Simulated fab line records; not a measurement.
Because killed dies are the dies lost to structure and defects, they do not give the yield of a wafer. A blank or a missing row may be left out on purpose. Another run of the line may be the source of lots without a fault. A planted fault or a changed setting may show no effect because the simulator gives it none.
Chamber matching -- flow n5 finfet -- rie diel-06 running N5_DUMMY_GATE_STRIP_48: 4 sister chambers
The step strips in N2/H2, time 20 s. 8 wafers are shown with their chamber, then 9 later ones without.

## EACH WAFER AND ITS CHAMBER
wafer,chamber,showerhead plenum p Torr (Torr),throttle valve pct (%)
L078.1,3,3.24,12.49
L083.6,3,3.23,12.51
L086.1,1,3.15,12.02
L086.2,0,3.33,12.24
L086.3,2,3.51,12.23
L088.1,1,3.15,12.04
L088.3,2,3.51,12.25
L088.4,0,3.33,12.25

## WAFERS WITH NO CHAMBER GIVEN
wafer,showerhead plenum p Torr (Torr),throttle valve pct (%)
L090.1,3.14,12.04
L090.2,3.32,12.28
L090.4,3.22,12.57
L093.1,3.14,12.04
L093.2,3.32,12.28
L093.6,3.14,12.05
L095.1,3.22,12.57
L095.2,3.32,12.28
L095.3,3.50,12.27

## THE CHAMBER EACH PASSED THROUGH
wafer,from the rows above,in truth
L090.1,1,1
L090.2,0,0
L090.4,3,3
L093.1,1,1
L093.2,0,0
L093.6,1,1
L095.1,3,3
L095.2,0,0
L095.3,2,2
Correctly placed: 9 of 9. Can't be placed from these rows: 0. Number placed wrongly: 0.
How it was worked out, from the rows above alone: a wafer's distance from a chamber is the root of the sum, over the readings, of the square of ((its reading less the chamber's mean) divided by the reading's scatter). If the next closest chamber is less than 2 further off than the closest, the wafer can't be placed; otherwise it belongs to the closest. A chamber's mean is the mean of its shown wafers. The scatter is the square root of a quotient: the sum, over the shown wafers, of each reading's squared deviation from its chamber's mean, divided by wafers minus chambers.
